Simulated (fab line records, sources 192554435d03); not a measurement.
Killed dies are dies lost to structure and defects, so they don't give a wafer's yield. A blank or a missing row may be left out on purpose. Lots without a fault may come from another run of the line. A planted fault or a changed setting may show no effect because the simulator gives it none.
Chamber matching | flow n5_finfet | N5_HKMG_FIN_ALD_36 on ald_metal-03: 3 sister chambers
The step deposits TiN, target thk 1 nm, pulse time 1 s, purge time 3 s. 16 wafers are shown with their chamber, then 7 later ones without.

WAFERS WITH THEIR CHAMBER
wafer  | chamber | heater_power_w (W) | precursor_pulse_height_rel
L080.2 | 3       | 825                | 1.013
L080.5 | 2       | 714                | 0.978
L080.6 | 3       | 811                | 0.989
L085.1 | 2       | 720                | 1.022
L085.4 | 3       | 835                | 1.011
L085.5 | 2       | 707                | 0.972
L086.1 | 3       | 840                | 0.987
L086.2 | 2       | 714                | 1.025
L086.4 | 2       | 705                | 0.988
L087.1 | 3       | 826                | 0.973
L087.5 | 3       | 818                | 0.984
L087.6 | 2       | 705                | 0.990
L088.1 | 2       | 706                | 0.993
L088.2 | 0       | 1076               | 1.020
L088.3 | 3       | 799                | 0.976
L088.4 | 3       | 822                | 0.986

SIGNATURES (means of the wafers above)
reading                    | chamber 0 | chamber 2 | chamber 3 | scatter within a chamber
heater_power_w             | 1076.00   | 710.14    | 822.00    | 10.3
precursor_pulse_height_rel | 1.02000   | 0.99543   | 0.98987   | 0.0176
Rule: a wafer's distance from a chamber is the root of the sum, over the readings, of the square of ((its reading less the chamber's mean) divided by the reading's scatter). The wafer belongs to the nearest chamber; if the next one is less than 2 further off, it can't be placed. The scatter: the root of (the sum of the squares of (reading less its chamber's mean) over the shown wafers, divided by (wafers less chambers)).

WAFERS WITHOUT THEIR CHAMBER
wafer  | heater_power_w (W) | precursor_pulse_height_rel
L088.5 | 1098               | 0.998
L088.6 | 737                | 1.024
L091.1 | 1058               | 0.984
L091.4 | 715                | 1.012
L097.1 | 808                | 1.006
L097.3 | 1074               | 0.952
L097.5 | 712                | 1.001

WHICH CHAMBER EACH WENT THROUGH
wafer  | from the rows above | in truth
L088.5 | 0                   | 0
L088.6 | 2                   | 2
L091.1 | 0                   | 0
L091.4 | 2                   | 2
L097.1 | 3                   | 3
L097.3 | 0                   | 0
L097.5 | 2                   | 2
Placed correctly: 7 of 7. Can't be placed from these rows: 0. Placed wrongly: 0.
